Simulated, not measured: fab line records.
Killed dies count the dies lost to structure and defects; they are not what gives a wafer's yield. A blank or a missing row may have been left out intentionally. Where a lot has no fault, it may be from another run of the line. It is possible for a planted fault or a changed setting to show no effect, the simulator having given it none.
What tool caused it? | flow n5-finfet | 30 wafers from 10 lots sampled at 4 of the route's 1938 steps

## WHAT THE GAUGES READ, wafer by wafer
N5_WELL_APT_INSPECT_38: inspects for defects (darkfield).
lot  | measured    | on                | raw-defect-count
L861 | day 2 05:23 | defect-inspect-02 | 19 15 15
L863 | day 2 16:45 | defect-inspect-02 | 26 17 11
L864 | day 2 23:52 | defect-inspect-02 | 22 13 10
L865 | day 3 05:26 | defect-inspect-02 | 6 6 13
L870 | day 4 12:39 | defect-inspect-01 | 12 12 15
L876 | day 5 22:59 | defect-inspect-02 | 4894 4895 4854
L877 | day 6 04:54 | defect-inspect-01 | 4838 4878 4777
L880 | day 6 23:01 | defect-inspect-02 | 16 11 20
L881 | day 7 05:10 | defect-inspect-01 | 11 14 9
L882 | day 7 12:05 | defect-inspect-02 | 15 9 6

## WHICH TOOL RAN EACH LOT (tool, then ch and the chambers of the sampled wafers, then the start)
lot  | N5_ZERO_LAYER_ETCH_18           | N5_WELL_APT_DESCUM_30             | N5_WELL_APT_STRIP_33
L861 | rie-si-02 ch 0,3, day 2 01:01   | rie-diel-05 ch 2,3, day 2 03:11   | wet-bench-02 ch 3,4,5, day 2 03:40
L863 | rie-si-04 ch 1,2,3, day 2 12:49 | rie-diel-01 ch 2,3, day 2 15:07   | wet-bench-01 ch 0,4,5, day 2 15:35
L864 | rie-si-01 ch 0,1,2, day 2 18:47 | rie-diel-01 ch 0,1,3, day 2 21:24 | wet-bench-02 ch 2,3,7, day 2 21:53
L865 | rie-si-01 ch 1,2,3, day 3 00:56 | rie-diel-05 ch 1,2,3, day 3 03:19 | wet-bench-02 ch 0,2,3, day 3 03:49
L870 | rie-si-01 ch 0,2, day 4 07:04   | rie-diel-03 ch 0,3, day 4 09:12   | wet-bench-01 ch 0,1,4, day 4 09:41
L876 | rie-si-04 ch 1,2,3, day 5 19:02 | rie-diel-01 ch 1,2,3, day 5 21:09 | wet-bench-03 ch 1,2,5, day 5 21:38
L877 | rie-si-01 ch 0,2,3, day 6 00:47 | rie-diel-05 ch 2,3, day 6 02:48   | wet-bench-02 ch 0,6,7, day 6 03:17
L880 | rie-si-02 ch 1,2,3, day 6 18:48 | rie-diel-01 ch 1,2,3, day 6 21:22 | wet-bench-02 ch 3,5,7, day 6 21:52
L881 | rie-si-04 ch 0,2,3, day 7 00:55 | rie-diel-05 ch 0,3, day 7 03:20   | wet-bench-03 ch 0,4,5, day 7 03:49
L882 | rie-si-01 ch 2,3, day 7 07:22   | rie-diel-01 ch 0,2,3, day 7 10:01 | wet-bench-01 ch 1,2,4, day 7 10:30
- N5_ZERO_LAYER_ETCH_18: etches Si in HBr/Cl2, target depth 120 nm, time 40 s.
- N5_WELL_APT_DESCUM_30: chemistry O2, time 7.9 s.
- N5_WELL_APT_STRIP_33: strips in SPM, time 900 s.

## THE ANSWER, worked out from the rows above alone
Rule: the lots themselves supply what counts as usual. Put in order of their means at a reading, lots are off if they are a third of the lots or fewer, leave a main group of 4 or more, and stand apart from it by a gap of 3 or more times the standard deviation of the main group's means; of several such gaps the widest counts. If all means in a main group match to the digits the tables above print for the reading, that group is not used. Also off: a lot with no number at a reading for which 4 or more lots have one. Where the step has rows for the other lots, those lots are counted as sound.
Off: L876, L877 (N5_WELL_APT_INSPECT_38, raw-defect-count). For the main group the mean is 13 and the standard deviation 3.1.
A tool fits if, at a process step before that reading, it ran every lot that is off, and no sound lot after the first of them. Gauges at N5_WELL_APT_INSPECT_38: tried the same way as those tools. Not one of the candidates tried fits.

## WHAT THE SIMULATOR HAD INSERTED
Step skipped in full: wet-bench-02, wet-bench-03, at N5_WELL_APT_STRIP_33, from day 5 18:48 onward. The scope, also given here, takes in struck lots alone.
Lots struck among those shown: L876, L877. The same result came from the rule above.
